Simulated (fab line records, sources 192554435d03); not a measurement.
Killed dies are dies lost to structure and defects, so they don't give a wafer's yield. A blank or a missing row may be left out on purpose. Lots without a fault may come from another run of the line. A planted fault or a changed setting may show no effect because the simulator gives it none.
Which tool did it? | flow n5_finfet | 10 lots, 30 wafers sampled, at 3 steps of a route of 1938

WHAT THE GAUGES READ, wafer by wafer
N5_BEOL_M4_RC_MEAS_101. Usual: DIBL_N 36.6 mV/V, standard deviation 1.1; DIBL_P 36.7 mV/V, standard deviation 1.5; IOFF_N 0.155 nA/um, standard deviation 0.019; IOFF_P 0.208 nA/um, standard deviation 0.025; ION_N 673 uA/um, standard deviation 8.5; ION_P 462 uA/um, standard deviation 5.9; SS_N 71.6 mV/dec, standard deviation 0.58; SS_P 73.5 mV/dec, standard deviation 0.51; VT_N 250.7 mV, standard deviation 2.4; VT_P -251 mV, standard deviation 3.
lot  | measured     | on        | DIBL_N (mV/V)  | DIBL_P (mV/V)  | IOFF_N (nA/um)    | IOFF_P (nA/um)    | ION_N (uA/um) | ION_P (uA/um) | SS_N (mV/dec)  | SS_P (mV/dec)  | VT_N (mV)         | VT_P (mV)      | flag
L893 | day 11 04:32 | prober-02 | 35.4 36.8 36.9 | 35.1 36.9 37.4 | 0.154 0.183 0.185 | 0.207 0.242 0.248 | 667 678 683   | 461 467 468   | 71.7 72.5 72.2 | 73.3 73.5 73.1 | 249.7 247.9 245.7 | -248 -247 -248 |
L901 | day 12 23:29 | prober-02 | 38.2 39.0 38.6 | 36.0 36.8 36.1 | 0.160 0.180 0.167 | 0.211 0.227 0.211 | 685 676 676   | 470 462 461   | 71.6 71.5 71.5 | 73.7 73.5 72.9 | 248.9 244.7 250.7 | -250 -250 -249 |
L896 | day 13 03:10 | prober-02 | 36.5 36.6 36.7 | 40.1 39.4 39.5 | 0.182 0.177 0.179 | 0.224 0.212 0.219 | 684 683 690   | 466 460 464   | 72.4 72.4 72.8 | 74.1 73.7 73.8 | 251.6 252.1 249.7 | -251 -252 -252 |
L903 | day 13 18:49 | prober-02 | 35.0 36.7 35.6 | 35.5 37.0 36.5 | 0.156 0.173 0.162 | 0.220 0.237 0.226 | 674 674 679   | 467 463 466   | 72.4 72.5 71.6 | 73.4 73.5 72.8 | 250.1 248.2 250.3 | -248 -248 -247 |
L902 | day 14 01:33 | prober-01 | 37.1 35.0 37.1 | 36.4 34.6 36.7 | 0.151 0.121 0.147 | 0.197 0.174 0.213 | 673 664 664   | 459 458 456   | 71.6 71.2 71.8 | 73.1 72.9 73.4 | 250.6 257.0 253.5 | -255 -254 -252 |
L904 | day 14 04:57 | prober-02 | 36.3 36.7 37.9 | 35.8 36.4 38.5 | 0.140 0.144 0.168 | 0.223 0.235 0.263 | 671 676 668   | 470 472 471   | 71.6 71.4 72.0 | 73.5 74.7 74.8 | 249.9 253.7 250.2 | -248 -247 -246 |
L908 | day 14 13:06 | prober-02 | 36.6 37.0 36.6 | 36.4 36.2 36.0 | 0.154 0.161 0.151 | 0.181 0.184 0.178 | 683 682 686   | 459 463 460   | 71.6 71.1 72.5 | 74.2 73.7 73.2 | 249.8 249.2 250.2 | -256 -253 -253 |
L907 | day 15 06:02 | prober-01 | 36.6 37.4 37.7 | 36.6 38.0 38.4 | 0.146 0.164 0.167 | 0.185 0.200 0.201 | 673 673 683   | 457 457 467   | 70.9 72.1 72.1 | 73.4 73.1 74.0 | 251.3 249.9 250.7 | -254 -254 -252 |
L913 | day 16 06:34 | prober-02 | 36.8 37.9 34.4 | 36.1 37.3 32.9 | 0.155 0.179 0.123 | 0.218 0.236 0.166 | 681 696 668   | 469 468 455   | 72.4 71.5 71.7 | 73.6 74.0 72.3 | 247.5 247.6 252.1 | -249 -251 -254 |
L912 | day 16 12:02 | prober-02 | 36.7 36.7 36.0 | 37.5 37.0 36.0 | 0.168 0.166 0.152 | 0.178 0.170 0.169 | 679 671 658   | 450 443 443   | 72.5 71.5 71.6 | 73.2 72.9 73.0 | 250.9 251.7 250.1 | -256 -255 -256 |

N5_PASSIVATION_INSPECT_61: inspects for defects (macro). Usual: raw_defect_count 1.9, standard deviation 1.5.
lot  | measured     | on                | raw_defect_count | flag
L893 | day 15 10:12 | defect_inspect-01 | 3 2 2            |
L901 | day 17 19:47 | defect_inspect-02 | 2 2 3            |
L896 | day 17 19:13 | defect_inspect-02 | 2 0 1            |
L903 | day 17 23:32 | defect_inspect-02 | 0 2 6            |
L902 | day 18 17:34 | defect_inspect-01 | 4 3 3            |
L904 | day 18 14:29 | defect_inspect-02 | 2 2 1            |
L908 | day 18 19:14 | defect_inspect-01 | 0 0 3            |
L907 | day 19 04:07 | defect_inspect-01 | 2 7 3            |
L913 | day 20 01:12 | defect_inspect-01 | 3 2 1            |
L912 | day 20 18:28 | defect_inspect-02 | 5 1 2            |

WHICH TOOL RAN EACH LOT (tool, then ch and the chambers of the sampled wafers, then the start)
lot  | N5_MIM_BOT_ETCH_ETCH_00
L893 | rie_metal-03 ch 0,1, day 15 08:53
L901 | rie_metal-02 ch 0,1, day 17 18:05
L896 | rie_metal-01 ch 0,1, day 17 17:23
L903 | rie_metal-03 ch 0, day 17 21:04
L902 | rie_metal-02 ch 0,1, day 18 15:47
L904 | rie_metal-01 ch 1, day 18 12:16
L908 | rie_metal-01 ch 1, day 18 17:43
L907 | rie_metal-01 ch 0,1, day 19 02:05
L913 | rie_metal-02 ch 0,1, day 19 22:40
L912 | rie_metal-01 ch 0,1, day 20 17:17
- N5_MIM_BOT_ETCH_ETCH_00: etches TiN in Cl2/BCl3, target depth 45.5 nm.

WHAT THE TOOLS THEMSELVES READ (means of the sampled wafers that have a number; where no wafer has one, the mark that the record gives instead)
N5_MIM_BOT_ETCH_ETCH_00. Usual: drypump_motor_current_A 5.7 A, standard deviation 0.52; oes_product_au 0.81 a.u., standard deviation 0.077; throttle_valve_pct 21.79 %, standard deviation 0.19.
lot  | tool         | drypump_motor_current_A (A) | oes_product_au (a.u.) | throttle_valve_pct (%) | flag
L893 | rie_metal-03 | 5.1                         | 0.85                  | 21.73                  |
L901 | rie_metal-02 | 6.2                         | 0.73                  | 21.76                  |
L896 | rie_metal-01 | 5.5                         | 0.90                  | 21.75                  |
L903 | rie_metal-03 | 4.9                         | 0.85                  | 21.49                  |
L902 | rie_metal-02 | 6.2                         | 0.72                  | 21.75                  |
L904 | rie_metal-01 | 5.1                         | 0.92                  | 21.78                  |
L908 | rie_metal-01 | 5.2                         | 0.91                  | 21.78                  |
L907 | rie_metal-01 | 5.5                         | 0.87                  | 21.76                  |
L913 | rie_metal-02 | 6.2                         | 0.71                  | 21.75                  |
L912 | rie_metal-01 | 5.4                         | 0.86                  | 21.78                  |

THE ANSWER, worked out from the rows above alone
Rule: a lot is off if the mean of its wafers that have a number lies more than 3 standard deviations from the usual mean. A lot without any number at a reading at which 4 lots or more have one is off too. The other lots that the step has rows for count as sound. The gauges are gone through in route order, then the tools' own readings, and for those a lot's mean is taken as printed above. The first step at which some lot is off is used, and at that step the reading that is off furthest; a lot without a number counts as furthest.
No lot is off at any reading shown: from this, nothing can be told.

WHAT THE SIMULATOR HAD PUT IN
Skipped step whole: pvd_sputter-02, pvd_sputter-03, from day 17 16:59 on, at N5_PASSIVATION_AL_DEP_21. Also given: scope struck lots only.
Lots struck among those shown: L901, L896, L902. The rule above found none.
